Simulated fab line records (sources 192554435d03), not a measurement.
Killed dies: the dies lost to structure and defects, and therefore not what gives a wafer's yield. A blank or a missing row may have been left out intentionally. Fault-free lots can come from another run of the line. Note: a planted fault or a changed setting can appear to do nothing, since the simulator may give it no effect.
Chamber matching -- flow n5_finfet -- N5_BEOL_M0_SAQP_PECVD_03 on pecvd-02: 3 sister chambers
The step deposits SiCN from 3MS/NH3, target thk 12 nm, time 21.1 s. 3 wafers are shown with their chamber, then 7 later ones without.

EACH WAFER AND ITS CHAMBER
wafer,chamber,showerhead_plenum_p_Torr (Torr)
L088.2,0,3.677
L088.3,1,3.649
L090.4,2,3.673

WAFERS WITHOUT THEIR CHAMBER
wafer,showerhead_plenum_p_Torr (Torr)
L090.6,3.683
L093.1,3.660
L093.4,3.651
L093.5,3.668
L097.1,3.665
L097.2,3.680
L097.5,3.657

WHICH CHAMBER EACH WENT THROUGH
wafer,from the rows above,in truth
L090.6,can't be placed: 0 or 2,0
L093.1,can't be placed: 1 or 2 or 0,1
L093.4,1,1
L093.5,can't be placed: 2 or 0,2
L097.1,can't be placed: 2 or 0 or 1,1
L097.2,can't be placed: 0 or 2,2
L097.5,can't be placed: 1 or 2 or 0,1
Placed correctly: 1 of 7. Unplaceable from these rows: 6, with the true chamber sitting among the candidates in 6. Wrongly placed: 0.
How it was worked out, from the rows above alone: a wafer's distance from a chamber is the root of the sum, over the readings, of the square of ((its reading less the chamber's mean) divided by the reading's scatter). If the next closest chamber is less than 2 further off than the closest, the wafer can't be placed; otherwise it belongs to the closest. For every chamber, the mean is computed from those of its wafers that are shown. The scatter (one wafer shown for each chamber): square how far every hidden wafer sits from the nearest shown wafer, average those squares and take the square root.
